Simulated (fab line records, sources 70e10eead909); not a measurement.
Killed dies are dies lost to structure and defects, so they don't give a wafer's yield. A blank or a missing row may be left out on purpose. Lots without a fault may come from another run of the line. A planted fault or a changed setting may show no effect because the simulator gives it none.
Problem report in the 8D (eight disciplines) form, filled by code | flow nand_harc | the parts of the form that need people (team, actions taken, sign-off) are left out

1. THE PROBLEM
cd_nm at NHARC_A_CHANNEL_HOLE_D1_CD_MEAS_10 reads a mean of 105.6 nm on 12 wafers of 4 lots; wafers without a fault read 99.6 nm with a standard deviation of 0.68. That is +8.9 standard deviations from the usual mean.
The step: target cd 100 nm.
First seen on wafer L475.2, day 10 12:55, on cd_sem-03. The record holds 33 wafers of 11 lots with a number at this step. Rule for "out", or "out of limits": more than 4 standard deviations from the usual mean. The other wafers with a number count as sound.

2. WHAT IT IS AND WHAT IT IS NOT
question                    | is                              | is not
which readings at this step | cd_nm                           | -
which lots                  | L475, L477, L478, L481          | L467, L473, L479, L483, L485, L487, L488
which wafers of those lots  | all that have a number          | -
read on which gauges        | cd_sem-01, cd_sem-02, cd_sem-03 | -
when                        | from day 10 12:55               | up to then (6 sound wafers); but 15 sound wafers of L479, L483, L485, L487, L488 came after

3. SUSPECTS, AND WHAT RULES EACH OUT
Counting: a tool at a process step up to the reading stays a suspect if it ran every lot that is out and no sound lot after the first of them.
- the gauge at NHARC_A_CHANNEL_HOLE_D1_CD_MEAS_10: ruled out. The wafers that are out were read on 3 gauges (cd_sem-01, cd_sem-02, cd_sem-03).
- arfi_scanner-03 at NHARC_A_CHANNEL_HOLE_D1_EXPOSE_07 (exposes mask HOLE D1, target cd 100 nm): kept. It ran every lot that is out, first L475 (day 10 12:47), and no sound lot after that; its last sound lot up to then is L473 (day 10 10:46). Its own readings are out on those wafers: exposure_dose_mJ_cm2.
Left after counting: arfi_scanner-03 at NHARC_A_CHANNEL_HOLE_D1_EXPOSE_07.

4. THE CAUSE (what the simulator had put in)
Process parameter drift: arfi_scanner-03, from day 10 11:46 on, at NHARC_A_CHANNEL_HOLE_D1_EXPOSE_07. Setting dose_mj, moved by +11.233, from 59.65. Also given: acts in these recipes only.
Counting left only this tool.

5. THE CHAIN OF EFFECTS, in route order
Each row: a reading whose mean over the struck wafers that have a number lies more than 3 standard deviations from the usual. Only readings for which the record gives a usual standard deviation are gone through. hours: the time from each lot's start at the first step in this table that gives one to its start at this step, as a median over the lots. sigmas: the change in usual standard deviations.
hours | step                               | reading              | usual   | on struck wafers | change | sigmas
0     | NHARC_A_CHANNEL_HOLE_D1_EXPOSE_07  | exposure_dose_mJ_cm2 | 59.64   | 67.94            | +8.30  | +99 or more
0     | NHARC_A_CHANNEL_HOLE_D1_CD_MEAS_10 | cd_nm                | 99.6 nm | 105.6            | +6.0   | +8.9
8     | NHARC_A_CHANNEL_HOLE_D1_CD_MEAS_30 | cd_nm                | 89.9 nm | 95.8             | +5.9   | +3.5
8     | NHARC_A_CHANNEL_HOLE_D1_XSEM_31    | bot_cd_nm            | 74.5 nm | 80.7             | +6.2   | +3.4
The process steps in it:
- NHARC_A_CHANNEL_HOLE_D1_EXPOSE_07: exposes mask HOLE D1, target cd 100 nm.
- NHARC_A_CHANNEL_HOLE_D1_XSEM_31
Later measuring or inspecting steps at which every struck wafer that the step has a row for has a number for every such reading, and none has moved that far: NHARC_END_SORT_01.

6. WHAT WOULD HAVE CAUGHT IT SOONER
In this record the first reading out of limits at a measuring or inspecting step was taken at day 10 12:55, 1 hour after the fault began at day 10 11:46.
The tool's own readings at NHARC_A_CHANNEL_HOLE_D1_EXPOSE_07 were out on every struck wafer that the step has a row for (exposure_dose_mJ_cm2): an alarm limit on them would have fired on the first of those.
Of the lots that are out (4), L477, L481, L478 began NHARC_A_CHANNEL_HOLE_D1_EXPOSE_07 on arfi_scanner-03 after day 10 12:55. A hold on the tool at that time would have spared those 3.
